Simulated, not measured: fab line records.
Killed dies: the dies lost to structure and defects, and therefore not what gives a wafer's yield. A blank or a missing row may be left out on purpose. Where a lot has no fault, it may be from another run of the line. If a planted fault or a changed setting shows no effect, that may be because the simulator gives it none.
fab line records	flow n5-finfet
record lots=24	wafers=72	last-day=18
route steps=1938 shown BEOL_M6@1239 BEOL_M7@1267
lots that met no fault: from a run of the same line without faults
start-h: hours from the record's first day to the start of the lot's first wafer shown	wait-h: hours since the lot's step before	" repeats the value in the row above	L1.1+2: a single row standing in for several wafers	- value missing, or start not given	* or withheld: withheld	< > ~ a bound
route shown NAME@n: names a module that has steps shown in the file, with the first one's number in the route	usual: mean/standard deviation of fault-free wafers	same: alike in all rows	chamber/n: place in a boat	sites: readings site by site	_std_site: their standard deviation	_edge_site: outer sites' mean less inner sites'	radius-mm: how far each site lies from the wafer's centre	mask NAME#n: copy n	behind: the most recent tool/chamber to have shaped the wafer	hold: why the lot went on hold/how many hours it stayed there/how the hold came to an end	device: transistor that didn't switch, given as n, p or np	end of line: the route-end tests of the same wafers	for a step that has no rows: nothing shown but its recipe	killed: dies lost to structure and defects at the first sort, not the wafer's yield	map: per-die view of a wafer (x killed, . not killed, _ where there is no die)
set.NAME: the run value of the setting; set.NAME@STEP: its run value at that earlier step	model.NAME: the simulator's own value behind a step, which no gauge read
steps of the route over a sample of lots; a table a step, a row a wafer
services: the hour from which a tool's chamber was out of use, counted from the record's first day as start-h (under 0 if before that day), plus the number of hours and why
## steps
# step N5_BEOL_M6_TRENCH_ETCH_37
# recipe chemistry=C4F6/O2	target-depth-a=944.35	target=SiCOH_lowk	time-s=31.5	ion-energy-ev=250	pressure-mtorr=30	source-w=345	bias-w=185	Ar_flow_sccm=300	C4F6_flow_sccm=10	O2_flow_sccm=10
# usual drypump-motor-current-A=5.7/0.44	oes-product-au=0.78/0.099	rf-vpp-V=664/11	showerhead-plenum-p-Torr=2.85/0.12	throttle-valve-pct=20.94/0.19
lot.wafer	tool	chamber	start-h	wait-h	drypump-motor-current-A	oes-product-au	rf-hours-counter-h	rf-vpp-V	showerhead-plenum-p-Torr	throttle-valve-pct
L074.1	rie-diel-05	0	-	-	5.3	0.75	156	656	2.63	21.16
L074.3	"	1	"	"	6.6	0.98	9	660	3.05	21.07
L074.6	"	3	"	"	5.1	0.72	-	650	2.84	21.03
L075.1	rie-diel-06	3	-	-	5.7	0.78	134	678	2.97	21.00
L075.4	"	2	"	"	5.6	0.70	217	668	2.69	20.89
L075.5	"	2	"	"	5.6	0.70	-	668	2.69	20.87
L076.2	rie-diel-05	0	-	-	5.3	0.75	167	656	2.62	21.19
L076.3	"	3	"	"	5.1	0.71	215	649	2.83	21.05
L076.6	"	0	"	"	5.3	0.75	-	656	2.62	21.18
L077.1	rie-diel-01	2	-	-	6.4	0.68	242	666	2.91	20.89
L077.2	"	0	"	"	5.5	0.78	93	661	2.87	20.72
L077.4	"	1	"	"	6.1	0.69	208	647	2.81	21.10
L080.2	rie-diel-01	0	-	-	5.5	0.77	96	660	2.87	20.73
L080.3	"	1	"	"	6.1	0.69	209	647	2.81	21.10
L080.4	"	2	"	"	6.3	0.67	244	665	2.91	20.88
L079.1	rie-diel-05	3	-	-	5.1	0.70	221	651	2.83	21.04
L079.3	"	0	"	"	5.3	0.74	-	657	2.62	21.22
L079.5	"	3	"	"	5.1	0.71	-	648	2.83	21.06
L078.1	rie-diel-01	3	-	-	5.3	0.71	235	670	2.82	20.95
L078.2	"	0	"	"	5.4	0.78	97	661	2.87	20.74
L078.6	"	0	"	"	5.4	0.78	-	659	2.87	20.74
L081.1	rie-diel-01	1	-	-	6.1	0.69	212	647	2.81	21.11
L081.3	"	2	"	"	6.4	0.67	248	665	2.91	20.89
L081.6	"	1	"	"	6.1	0.69	-	647	2.81	21.10
L083.3	rie-diel-01	3	-	-	5.3	0.70	240	670	2.82	20.98
L083.4	"	1	"	"	6.1	0.69	-	646	2.81	21.11
L083.5	"	3	"	"	5.3	0.70	-	669	2.81	20.99
L082.2	rie-diel-06	3	-	-	5.7	0.77	149	679	2.96	21.01
L082.3	"	1	"	"	5.8	0.95	5	665	2.82	20.94
L082.6	"	1	"	"	5.8	0.95	-	667	2.82	20.93
L084.1	rie-diel-05	0	-	-	5.3	0.73	184	657	2.61	21.23
L084.2	"	2	"	"	5.5	0.94	7	687	3.04	20.64
L084.5	"	2	"	"	5.5	0.95	-	687	3.04	20.63
L085.2	rie-diel-06	0	-	-	6.0	0.73	169	659	2.94	20.94
L085.5	"	2	"	"	5.6	0.68	-	667	2.68	20.90
L085.6	"	3	"	"	5.8	0.76	-	680	2.96	21.02
L086.1	rie-diel-06	0	-	-	6.0	0.73	174	659	2.94	20.94
L086.2	"	1	"	"	5.7	0.92	13	668	2.81	20.95
L086.5	"	1	"	"	5.7	0.92	-	668	2.81	20.94
L087.2	rie-diel-05	1	-	-	6.6	0.90	41	660	3.03	21.12
L087.4	"	3	"	"	5.1	0.69	239	649	2.82	21.07
L087.6	"	1	"	"	6.6	0.90	-	660	3.03	21.12
L088.1	rie-diel-01	0	-	-	5.5	0.76	119	660	2.86	20.76
L088.5	"	0	"	"	5.5	0.75	-	660	2.86	20.76
L088.6	"	1	"	"	6.1	0.68	-	646	2.80	21.15
L089.2	rie-diel-06	2	-	-	5.6	0.68	245	668	2.68	20.91
L089.4	"	1	"	"	5.8	0.91	17	665	2.81	20.95
L089.6	"	2	"	"	5.6	0.68	-	668	2.68	20.93
L091.4	rie-diel-06	3	-	-	5.7	0.76	163	680	2.96	21.04
L091.5	"	2	"	"	5.5	0.68	-	667	2.68	20.92
L091.6	"	1	"	"	5.8	0.89	-	665	2.81	20.95
L090.1	rie-diel-01	3	-	-	5.3	0.98	0	670	2.81	20.63
L090.2	"	0	"	"	5.5	0.75	123	660	2.86	20.78
L090.6	"	0	"	"	5.5	0.75	-	661	2.86	20.77
L092.1	rie-diel-05	3	-	-	5.1	0.69	248	651	2.82	21.09
L092.2	"	2	"	"	5.5	0.91	24	689	3.04	20.68
L092.4	"	0	"	"	5.3	0.71	199	657	2.61	21.24
L093.1	rie-diel-06	0	-	-	6.0	0.72	191	658	2.93	20.96
L093.3	"	3	"	"	5.7	0.76	175	679	2.95	21.04
L093.4	"	0	"	"	6.0	0.72	-	659	2.93	20.97
L095.2	rie-diel-01	1	-	-	6.1	0.67	247	647	2.79	21.16
L095.4	"	3	"	"	5.3	0.94	9	672	2.81	20.63
L095.5	"	0	"	"	5.4	0.75	-	658	2.85	20.79
L094.1	rie-diel-05	0	-	-	5.3	0.71	212	656	2.60	21.26
L094.3	"	3	"	"	5.2	0.99	2	651	2.82	20.71
L094.6	"	3	"	"	5.1	0.98	-	650	2.82	20.69
L096.1	rie-diel-05	1	-	-	6.6	0.87	66	658	3.02	21.15
L096.4	"	3	"	"	5.1	0.96	5	650	2.82	20.71
L096.5	"	1	"	"	6.6	0.87	-	661	3.02	21.15
L097.1	rie-diel-01	3	-	-	5.3	0.91	17	670	2.80	20.65
L097.4	"	0	"	"	5.4	0.73	-	660	2.85	20.79
L097.6	"	2	"	"	6.4	0.89	-	665	2.89	20.54
# step N5_BEOL_M7_HM_DEP_02
# recipe material=TiN	target-thk-a=200	temp-c=25	chamber-pressure-pa=0.49996
# usual throttle-valve-pct=30.1/1.5
lot.wafer	tool	chamber	start-h	wait-h	throttle-valve-pct
L074.1	pvd-sputter-02	-	187.20	2.0	32.7
L074.3	"	-	"	"	29.0
L074.6	"	-	"	"	32.4
L075.1	pvd-sputter-03	-	196.01	0.5	27.9
L075.4	"	-	"	"	31.7
L075.5	"	-	"	"	28.6
L076.2	pvd-sputter-02	-	213.38	0.6	30.8
L076.3	"	-	"	"	32.4
L076.6	"	-	"	"	29.0
L077.1	pvd-sputter-01	-	222.03	1.9	29.9
L077.2	"	-	"	"	29.3
L077.4	"	-	"	"	29.8
L080.2	pvd-sputter-03	-	224.61	1.4	30.9
L080.3	"	-	"	"	27.9
L080.4	"	-	"	"	28.4
L079.1	pvd-sputter-02	-	225.23	0.3	32.8
L079.3	"	-	"	"	28.6
L079.5	"	-	"	"	28.9
L078.1	pvd-sputter-01	-	228.52	0.2	29.1
L078.2	"	-	"	"	30.5
L078.6	"	-	"	"	29.9
L081.1	pvd-sputter-03	-	236.72	1.9	28.8
L081.3	"	-	"	"	31.8
L081.6	"	-	"	"	31.6
L083.3	pvd-sputter-03	-	243.59	0.2	27.9
L083.4	"	-	"	"	31.4
L083.5	"	-	"	"	31.5
L082.2	pvd-sputter-02	-	246.05	1.6	32.5
L082.3	"	-	"	"	31.1
L082.6	"	-	"	"	29.2
L084.1	pvd-sputter-03	-	253.72	1.6	31.6
L084.2	"	-	"	"	31.0
L084.5	"	-	"	"	31.0
L085.2	pvd-sputter-03	-	254.02	1.4	28.5
L085.5	"	-	"	"	31.6
L085.6	"	-	"	"	31.1
L086.1	pvd-sputter-01	-	271.17	1.3	30.4
L086.2	"	-	"	"	29.2
L086.5	"	-	"	"	29.6
L087.2	pvd-sputter-03	-	274.71	2.3	31.1
L087.4	"	-	"	"	31.5
L087.6	"	-	"	"	31.5
L088.1	pvd-sputter-02	-	278.55	0.8	28.3
L088.5	"	-	"	"	32.7
L088.6	"	-	"	"	29.4
L089.2	pvd-sputter-02	-	278.75	0.7	28.7
L089.4	"	-	"	"	29.1
L089.6	"	-	"	"	31.0
L091.4	pvd-sputter-02	-	283.30	0.8	32.6
L091.5	"	-	"	"	28.6
L091.6	"	-	"	"	30.9
L090.1	pvd-sputter-02	-	287.91	1.5	32.6
L090.2	"	-	"	"	30.9
L090.6	"	-	"	"	32.4
L092.1	pvd-sputter-03	-	298.29	1.4	30.8
L092.2	"	-	"	"	27.7
L092.4	"	-	"	"	28.7
L093.1	pvd-sputter-02	-	308.92	1.2	28.9
L093.3	"	-	"	"	28.3
L093.4	"	-	"	"	31.2
L095.2	pvd-sputter-02	-	314.72	1.6	32.3
L095.4	"	-	"	"	31.0
L095.5	"	-	"	"	30.8
L094.1	pvd-sputter-02	-	331.97	1.6	29.4
L094.3	"	-	"	"	30.9
L094.6	"	-	"	"	32.5
L096.1	pvd-sputter-01	-	335.89	0.9	29.8
L096.4	"	-	"	"	29.5
L096.5	"	-	"	"	29.3
L097.1	pvd-sputter-02	-	339.58	0.6	32.5
L097.4	"	-	"	"	30.8
L097.6	"	-	"	"	28.7
# step N5_BEOL_M7_INSPECT_13
# recipe mode=adi	inspect-instrument=brightfield
# usual raw-defect-count=385/93
lot.wafer	tool	chamber	start-h	wait-h	raw-defect-count
L074.1	defect-inspect-01	-	187.75	0.0	271
L074.3	"	-	"	"	235
L074.6	"	-	"	"	306
L075.1	defect-inspect-01	-	196.56	0.0	255
L075.4	"	-	"	"	291
L075.5	"	-	"	"	293
L076.2	defect-inspect-02	-	213.93	0.0	659
L076.3	"	-	"	"	570
L076.6	"	-	"	"	578
L077.1	defect-inspect-01	-	222.58	0.0	282
L077.2	"	-	"	"	448
L077.4	"	-	"	"	411
L080.2	defect-inspect-01	-	225.03	0.0	251
L080.3	"	-	"	"	260
L080.4	"	-	"	"	305
L079.1	defect-inspect-01	-	225.78	0.0	490
L079.3	"	-	"	"	553
L079.5	"	-	"	"	445
L078.1	defect-inspect-01	-	228.96	0.0	450
L078.2	"	-	"	"	424
L078.6	"	-	"	"	356
L081.1	defect-inspect-02	-	237.43	0.2	429
L081.3	"	-	"	"	370
L081.6	"	-	"	"	392
L083.3	defect-inspect-01	-	244.16	0.0	326
L083.4	"	-	"	"	363
L083.5	"	-	"	"	324
L082.2	defect-inspect-01	-	246.60	0.0	446
L082.3	"	-	"	"	374
L082.6	"	-	"	"	439
L084.1	defect-inspect-01	-	254.27	0.0	283
L084.2	"	-	"	"	279
L084.5	"	-	"	"	347
L085.2	defect-inspect-02	-	254.58	0.0	419
L085.5	"	-	"	"	510
L085.6	"	-	"	"	471
L086.1	defect-inspect-02	-	271.72	0.0	330
L086.2	"	-	"	"	474
L086.5	"	-	"	"	353
L087.2	defect-inspect-02	-	275.27	0.0	400
L087.4	"	-	"	"	313
L087.6	"	-	"	"	320
L088.1	defect-inspect-02	-	279.11	0.0	437
L088.5	"	-	"	"	349
L088.6	"	-	"	"	355
L089.2	defect-inspect-02	-	279.31	0.0	460
L089.4	"	-	"	"	406
L089.6	"	-	"	"	376
L091.4	defect-inspect-02	-	283.73	0.0	494
L091.5	"	-	"	"	454
L091.6	"	-	"	"	432
L090.1	defect-inspect-01	-	288.48	0.0	424
L090.2	"	-	"	"	292
L090.6	"	-	"	"	401
L092.1	defect-inspect-01	-	298.85	0.0	319
L092.2	"	-	"	"	282
L092.4	"	-	"	"	284
L093.1	defect-inspect-01	-	309.48	0.0	527
L093.3	"	-	"	"	278
L093.4	"	-	"	"	261
L095.2	defect-inspect-02	-	315.27	0.0	563
L095.4	"	-	"	"	454
L095.5	"	-	"	"	627
L094.1	defect-inspect-02	-	332.52	0.0	291
L094.3	"	-	"	"	249
L094.6	"	-	"	"	424
L096.1	defect-inspect-01	-	336.44	0.0	425
L096.4	"	-	"	"	396
L096.5	"	-	"	"	438
L097.1	defect-inspect-01	-	340.13	0.0	338
L097.4	"	-	"	"	419
L097.6	"	-	"	"	288
# step N5_BEOL_M7_HM_OPEN_17
# recipe chemistry=Cl2/BCl3	target-depth-a=200	overetch-a=60	target=TiN	mask-material=SOC	ion-energy-ev=150	pressure-mtorr=10	icp-w=1000	bias-w=126	Cl2_flow_sccm=53.25	bcl3-flow-sccm=21.75	Ar_flow_sccm=25
# usual drypump-motor-current-A=5.3/0.33	he-backside-leak-sccm=3.38/0.21	oes-product-au=0.71/0.078	throttle-valve-pct=22.2/0.37
lot.wafer	tool	chamber	start-h	wait-h	drypump-motor-current-A	he-backside-leak-sccm	oes-product-au	rf-hours-counter-h	throttle-valve-pct
L074.1	rie-metal-01	0	188.13	0.0	5.9	3.67	0.55	106	22.2
L074.3	"	1	"	"	5.1	3.41	0.71	-	21.9
L074.6	"	1	"	"	5.2	3.28	0.71	-	21.9
L075.1	rie-metal-02	0	197.10	0.0	5.6	3.53	0.72	19	21.6
L075.4	"	0	"	"	5.6	3.54	0.73	-	21.6
L075.5	"	1	"	"	5.0	3.66	0.81	-	22.4
L076.2	rie-metal-02	0	214.24	0.0	5.7	3.40	0.72	21	21.5
L076.3	"	1	"	"	5.0	3.63	0.80	-	22.4
L076.6	"	0	"	"	5.6	3.65	0.72	-	21.5
L077.1	rie-metal-02	1	222.89	0.0	5.0	3.70	0.79	8	22.4
L077.2	"	0	"	"	5.6	3.53	0.71	22	21.6
L077.4	"	0	"	"	5.7	3.44	0.71	-	21.6
L080.2	rie-metal-02	1	225.35	0.0	5.0	3.59	0.80	9	22.4
L080.3	"	1	"	"	5.0	3.42	0.80	-	22.4
L080.4	"	0	"	"	5.6	3.76	0.73	-	21.5
L079.1	rie-metal-02	1	226.10	0.0	5.0	3.51	0.79	9	22.4
L079.3	"	0	"	"	5.7	3.41	0.71	-	21.6
L079.5	"	1	"	"	5.0	3.53	0.81	-	22.4
L078.1	rie-metal-02	1	229.27	0.0	5.0	3.50	0.78	9	22.4
L078.2	"	0	"	"	5.6	3.62	0.71	22	21.6
L078.6	"	0	"	"	5.6	3.61	0.71	-	21.6
L081.1	rie-metal-03	1	238.27	0.0	4.9	3.19	0.79	8	22.5
L081.3	"	1	"	"	4.9	3.16	0.79	-	22.5
L081.6	"	1	"	"	4.9	3.27	0.79	-	22.5
L083.3	rie-metal-01	1	244.50	0.1	5.2	3.40	0.71	-	21.9
L083.4	"	0	"	"	5.8	3.40	0.55	-	22.2
L083.5	"	0	"	"	5.8	3.47	0.56	-	22.2
L082.2	rie-metal-03	0	246.92	0.0	5.4	3.06	0.60	66	22.5
L082.3	"	0	"	"	5.4	3.20	0.60	-	22.4
L082.6	"	1	"	"	4.9	3.20	0.78	-	22.5
L084.1	rie-metal-03	0	254.87	0.0	5.4	3.21	0.61	67	22.4
L084.2	"	1	"	"	4.9	3.09	0.78	9	22.5
L084.5	"	0	"	"	5.4	3.13	0.61	-	22.4
L085.2	rie-metal-02	0	255.19	0.0	5.6	3.52	0.71	24	21.6
L085.5	"	1	"	"	5.0	3.44	0.80	-	22.4
L085.6	"	0	"	"	5.6	3.51	0.72	-	21.6
L086.1	rie-metal-03	1	272.03	0.0	4.9	3.22	0.77	11	22.5
L086.2	"	0	"	"	5.4	3.24	0.60	68	22.5
L086.5	"	1	"	"	4.9	3.09	0.77	-	22.5
L087.2	rie-metal-03	1	276.62	0.0	4.9	3.06	0.78	11	22.5
L087.4	"	1	"	"	4.9	3.15	0.78	-	22.5
L087.6	"	1	"	"	4.9	3.07	0.77	-	22.5
L088.1	rie-metal-03	0	279.42	0.0	5.4	3.01	0.60	69	22.5
L088.5	"	0	"	"	5.4	3.10	0.59	-	22.5
L088.6	"	1	"	"	4.9	3.09	0.77	-	22.5
L089.2	rie-metal-01	1	279.67	0.0	5.1	3.35	0.69	27	21.9
L089.4	"	0	"	"	5.9	3.70	0.55	-	22.2
L089.6	"	0	"	"	5.9	3.60	0.56	-	22.2
L091.4	rie-metal-02	1	284.51	0.1	5.0	3.61	0.78	-	22.4
L091.5	"	1	"	"	5.0	3.41	0.78	-	22.4
L091.6	"	0	"	"	5.7	3.60	0.71	-	21.5
L090.1	rie-metal-02	1	289.01	0.0	5.0	3.64	0.77	13	22.4
L090.2	"	0	"	"	5.6	3.74	0.69	27	21.6
L090.6	"	1	"	"	4.9	3.45	0.77	-	22.4
L092.1	rie-metal-02	1	299.16	0.0	5.0	3.54	0.77	15	22.4
L092.2	"	0	"	"	5.6	3.37	0.69	28	21.6
L092.4	"	0	"	"	5.6	3.61	0.69	-	21.6
L093.1	rie-metal-03	1	310.32	0.0	4.9	2.98	0.76	14	22.5
L093.3	"	0	"	"	5.4	3.13	0.60	-	22.5
L093.4	"	1	"	"	4.9	3.08	0.76	-	22.5
L095.2	rie-metal-01	1	316.28	0.1	5.2	3.20	0.68	-	21.9
L095.4	"	1	"	"	5.2	3.26	0.67	-	21.9
L095.5	"	1	"	"	5.1	3.19	0.67	-	21.9
L094.1	rie-metal-03	0	332.83	0.0	5.4	3.21	0.60	72	22.5
L094.3	"	0	"	"	5.4	3.23	0.60	-	22.4
L094.6	"	0	"	"	5.4	3.17	0.60	-	22.5
L096.1	rie-metal-01	1	336.76	0.0	5.1	3.37	0.66	35	21.9
L096.4	"	1	"	"	5.1	3.52	0.67	-	22.0
L096.5	"	0	"	"	5.9	3.42	0.87	-	22.2
L097.1	rie-metal-02	0	340.49	0.0	5.6	3.49	0.68	32	21.6
L097.4	"	1	"	"	5.0	3.56	0.75	-	22.4
L097.6	"	1	"	"	5.0	3.62	0.75	-	22.4
# step N5_BEOL_M7_STRIP_19
# recipe chemistry=O2	power-w=400	temp-c=40	pressure-mtorr=30	rf-frequency-hz=6e+07	bias-power-w=0	overash-fraction=0.2	o2-flow-sccm=225
# usual drypump-motor-current-A=5.8/0.55	oes-product-au=0.79/0.074	rf-vpp-V=3.6/0.6	showerhead-plenum-p-Torr=2.12/0.069	throttle-valve-pct=16.6/0.33
lot.wafer	tool	chamber	start-h	wait-h	drypump-motor-current-A	oes-product-au	rf-hours-counter-h	rf-vpp-V	showerhead-plenum-p-Torr	throttle-valve-pct
L074.1	rie-diel-02	1	188.28	0.1	5.4	0.84	66	4.2	2.10	16.2
L074.3	"	2	"	"	6.6	0.91	25	3.7	2.12	16.0
L074.6	"	1	"	"	5.4	0.86	-	4.3	2.10	16.2
L075.1	rie-diel-02	2	197.23	0.1	6.6	0.90	28	3.5	2.12	16.0
L075.4	"	1	"	"	5.4	0.84	69	4.0	2.10	16.2
L075.5	"	3	"	"	6.6	0.91	-	3.4	2.22	16.5
L076.2	rie-diel-03	3	214.35	0.1	5.6	0.87	45	2.9	2.23	16.4
L076.3	"	1	"	"	6.0	0.74	180	3.1	2.00	16.9
L076.6	"	2	"	"	5.0	0.80	-	3.3	2.12	16.9
L077.1	rie-diel-03	2	223.00	0.1	5.0	0.79	116	4.3	2.12	16.9
L077.2	"	1	"	"	6.0	0.74	182	5.2	2.00	16.9
L077.4	"	0	"	"	5.9	0.74	175	4.1	2.09	16.7
L080.2	rie-diel-04	1	225.46	0.1	6.3	0.72	204	3.0	2.16	16.4
L080.3	"	0	"	"	5.6	0.71	196	3.5	2.08	17.0
L080.4	"	3	"	"	5.7	0.99	8	2.8	2.16	16.1
L079.1	rie-diel-02	2	226.34	0.2	6.6	0.89	37	4.1	2.12	16.0
L079.3	"	1	"	"	5.4	0.83	77	3.7	2.10	16.2
L079.5	"	3	"	"	6.6	0.89	-	2.7	2.22	16.5
L078.1	rie-diel-03	2	229.38	0.1	5.0	0.79	118	4.0	2.12	16.9
L078.2	"	1	"	"	6.0	0.74	184	4.6	2.00	16.9
L078.6	"	3	"	"	5.6	0.86	-	2.9	2.23	16.4
L081.1	rie-diel-03	2	238.52	0.2	5.0	0.78	120	3.0	2.12	16.9
L081.3	"	3	"	"	5.6	0.84	52	2.9	2.23	16.4
L081.6	"	3	"	"	5.7	0.84	-	3.3	2.23	16.4
L083.3	rie-diel-02	0	244.58	0.1	5.1	0.69	220	4.2	2.06	17.0
L083.4	"	3	"	"	6.6	0.89	48	3.9	2.22	16.5
L083.5	"	3	"	"	6.6	0.88	-	3.8	2.22	16.5
L082.2	rie-diel-03	0	247.05	0.1	5.9	0.73	181	3.2	2.09	16.7
L082.3	"	2	"	"	5.0	0.78	122	3.3	2.11	16.9
L082.6	"	3	"	"	5.7	0.84	-	3.5	2.23	16.4
L084.1	rie-diel-02	3	255.11	0.2	6.6	0.88	51	4.5	2.22	16.5
L084.2	"	0	"	"	5.1	0.69	223	4.0	2.06	17.0
L084.5	"	1	"	"	5.4	0.82	-	2.7	2.09	16.2
L085.2	rie-diel-04	0	255.31	0.1	5.6	0.70	206	3.2	2.07	17.0
L085.5	"	3	"	"	5.7	0.94	-	3.7	2.15	16.1
L085.6	"	2	"	"	5.7	0.71	-	3.2	2.19	17.1
L086.1	rie-diel-04	0	272.14	0.1	5.6	0.69	211	3.1	2.07	17.0
L086.2	"	3	"	"	5.7	0.93	22	4.7	2.15	16.1
L086.5	"	1	"	"	6.3	0.71	-	3.3	2.16	16.4
L087.2	rie-diel-03	3	276.88	0.2	5.6	0.84	62	5.0	2.22	16.5
L087.4	"	2	"	"	5.1	0.78	130	3.8	2.11	16.9
L087.6	"	0	"	"	5.9	0.75	-	3.4	2.08	16.8
L088.1	rie-diel-02	2	279.68	0.2	6.6	0.85	52	3.3	2.11	16.1
L088.5	"	2	"	"	6.6	0.85	-	2.9	2.11	16.1
L088.6	"	3	"	"	6.6	0.87	-	4.3	2.21	16.6
L089.2	rie-diel-03	2	280.01	0.3	5.0	0.78	131	2.8	2.11	16.9
L089.4	"	3	"	"	5.7	0.84	63	3.9	2.22	16.4
L089.6	"	1	"	"	6.0	0.73	-	3.9	1.99	16.9
L091.4	rie-diel-02	3	284.59	0.1	6.5	0.87	61	4.0	2.21	16.6
L091.5	"	0	"	"	5.1	0.69	-	3.9	2.06	17.1
L091.6	"	1	"	"	5.4	0.81	-	3.6	2.09	16.3
L090.1	rie-diel-02	2	289.12	0.1	6.6	0.85	57	4.3	2.11	16.1
L090.2	"	0	"	"	5.1	0.68	234	3.4	2.06	17.1
L090.6	"	2	"	"	6.6	0.86	-	3.2	2.11	16.1
L092.1	rie-diel-02	3	299.27	0.1	6.6	0.85	66	3.1	2.21	16.6
L092.2	"	1	"	"	5.4	0.80	101	4.3	2.09	16.3
L092.4	"	0	"	"	5.1	0.67	238	3.2	2.06	17.1
L093.1	rie-diel-02	3	310.50	0.2	6.6	0.85	71	3.9	2.21	16.6
L093.3	"	1	"	"	5.4	0.80	105	3.5	2.09	16.3
L093.4	"	3	"	"	6.5	0.85	-	4.5	2.21	16.6
L095.2	rie-diel-02	2	316.62	0.3	6.6	0.84	68	3.8	2.11	16.1
L095.4	"	1	"	"	5.4	0.79	108	4.2	2.09	16.3
L095.5	"	0	"	"	5.1	0.68	-	4.4	2.06	17.1
L094.1	rie-diel-03	1	333.00	0.1	6.0	0.71	219	2.9	1.99	16.9
L094.3	"	0	"	"	5.9	0.72	210	3.3	2.08	16.8
L094.6	"	3	"	"	5.6	0.81	-	3.9	2.21	16.5
L096.1	rie-diel-03	1	336.89	0.1	6.0	0.70	220	3.2	1.98	16.9
L096.4	"	0	"	"	5.9	0.72	212	4.0	2.08	16.8
L096.5	"	3	"	"	5.6	0.82	-	3.5	2.21	16.5
L097.1	rie-diel-03	3	340.68	0.2	5.6	0.81	85	3.6	2.21	16.5
L097.4	"	1	"	"	6.0	0.70	221	3.2	1.99	16.9
L097.6	"	1	"	"	6.0	0.71	-	4.1	1.99	16.9
# step N5_BEOL_M7_OVL_MEAS_29
# recipe points-per-wafer=522
# usual V6_OVL=-0.4/0.64
lot.wafer	tool	chamber	start-h	wait-h	V6_OVL[nm]
L074.1	overlay-02	0	191.30	0.0	-1.1
L074.3	"	0	"	"	-1.2
L074.6	"	0	"	"	-1.0
L075.1	overlay-02	0	198.76	0.0	0.7
L075.4	"	0	"	"	-0.2
L075.5	"	0	"	"	0.1
L076.2	overlay-02	0	216.54	0.0	-0.4
L076.3	"	0	"	"	-0.1
L076.6	"	0	"	"	-0.7
L077.1	overlay-01	0	223.57	0.0	0.3
L077.2	"	0	"	"	-0.3
L077.4	"	0	"	"	0.7
L080.2	overlay-01	0	225.87	0.0	-0.5
L080.3	"	0	"	"	-1.7
L080.4	"	0	"	"	-1.0
L079.1	overlay-01	0	227.39	0.0	-1.2
L079.3	"	0	"	"	-0.4
L079.5	"	0	"	"	-0.1
L078.1	overlay-01	0	232.16	0.0	-0.4
L078.2	"	0	"	"	0.4
L078.6	"	0	"	"	-0.3
L081.1	overlay-02	0	240.44	0.0	-0.7
L081.3	"	0	"	"	-0.7
L081.6	"	0	"	"	-0.4
L083.3	overlay-01	0	245.18	0.0	-0.5
L083.4	"	0	"	"	0.0
L083.5	"	0	"	"	0.1
L082.2	overlay-01	0	247.64	0.0	0.0
L082.3	"	0	"	"	0.1
L082.6	"	0	"	"	-0.6
L084.1	overlay-01	0	255.52	0.0	-0.2
L084.2	"	0	"	"	1.0
L084.5	"	0	"	"	-0.3
L085.2	overlay-02	0	255.90	0.0	-0.5
L085.5	"	0	"	"	-1.5
L085.6	"	0	"	"	-0.5
L086.1	overlay-01	0	274.74	0.0	-1.1
L086.2	"	0	"	"	-0.3
L086.5	"	0	"	"	-1.2
L087.2	overlay-01	0	277.88	0.0	-0.6
L087.4	"	0	"	"	0.0
L087.6	"	0	"	"	0.4
L088.1	overlay-02	0	280.24	0.0	0.5
L088.5	"	0	"	"	-0.4
L088.6	"	0	"	"	-0.3
L089.2	overlay-02	0	282.86	0.0	-1.2
L089.4	"	0	"	"	-1.7
L089.6	"	0	"	"	-1.4
L091.4	overlay-02	0	285.20	0.0	-0.5
L091.5	"	0	"	"	-1.4
L091.6	"	0	"	"	-0.5
L090.1	overlay-02	0	290.66	0.0	-1.5
L090.2	"	0	"	"	-0.6
L090.6	"	0	"	"	-0.2
L092.1	overlay-02	0	299.68	0.0	1.0
L092.2	"	0	"	"	0.5
L092.4	"	0	"	"	0.1
L093.1	overlay-02	0	313.64	0.0	-0.1
L093.3	"	0	"	"	0.4
L093.4	"	0	"	"	-0.8
L095.2	overlay-02	0	320.15	0.0	-0.2
L095.4	"	0	"	"	-0.6
L095.5	"	0	"	"	-0.7
L094.1	overlay-02	0	334.82	0.0	-1.5
L094.3	"	0	"	"	-0.4
L094.6	"	0	"	"	-0.7
L096.1	overlay-01	0	340.44	0.0	0.8
L096.4	"	0	"	"	-0.3
L096.5	"	0	"	"	-0.5
L097.1	overlay-02	0	341.08	0.0	-0.4
L097.4	"	0	"	"	-0.6
L097.6	"	0	"	"	-0.9
## services
tool	chamber	start-h	hours	kind
rie-diel-06	3	159.99	6.8	repair
rie-diel-03	-	163.99	0.5	repair
rie-diel-03	2	175.88	5.3	repair
rie-diel-02	3	190.09	4.6	repair
rie-diel-05	1	221.26	6.6	repair
rie-metal-03	0	234.74	7.5	repair
rie-diel-01	2	235.67	-	clean
rie-diel-01	2	235.67	-	consumable-replace:focus-ring
rie-diel-01	2	235.67	13.8	scheduled-down
rie-diel-01	2	235.67	13.8	vent-cycle
rie-diel-03	0	236.50	2.5	repair
rie-diel-01	2	252.91	7.8	repair
rie-diel-04	1	264.02	3.2	repair
rie-diel-02	1	266.25	1.6	repair
pvd-sputter-01	-	297.03	20.4	repair
rie-diel-04	-	301.12	28.1	pm
rie-diel-02	0	307.62	3.9	repair
rie-diel-06	3	309.61	11.3	repair
rie-diel-01	3	331.39	3.3	repair
rie-diel-02	0	333.52	-	clean
rie-diel-02	0	333.52	-	consumable-replace:focus-ring
rie-diel-02	0	333.52	15.5	scheduled-down
rie-diel-02	0	333.52	15.5	vent-cycle
pvd-sputter-02	-	335.00	4.1	repair
## key
fault none
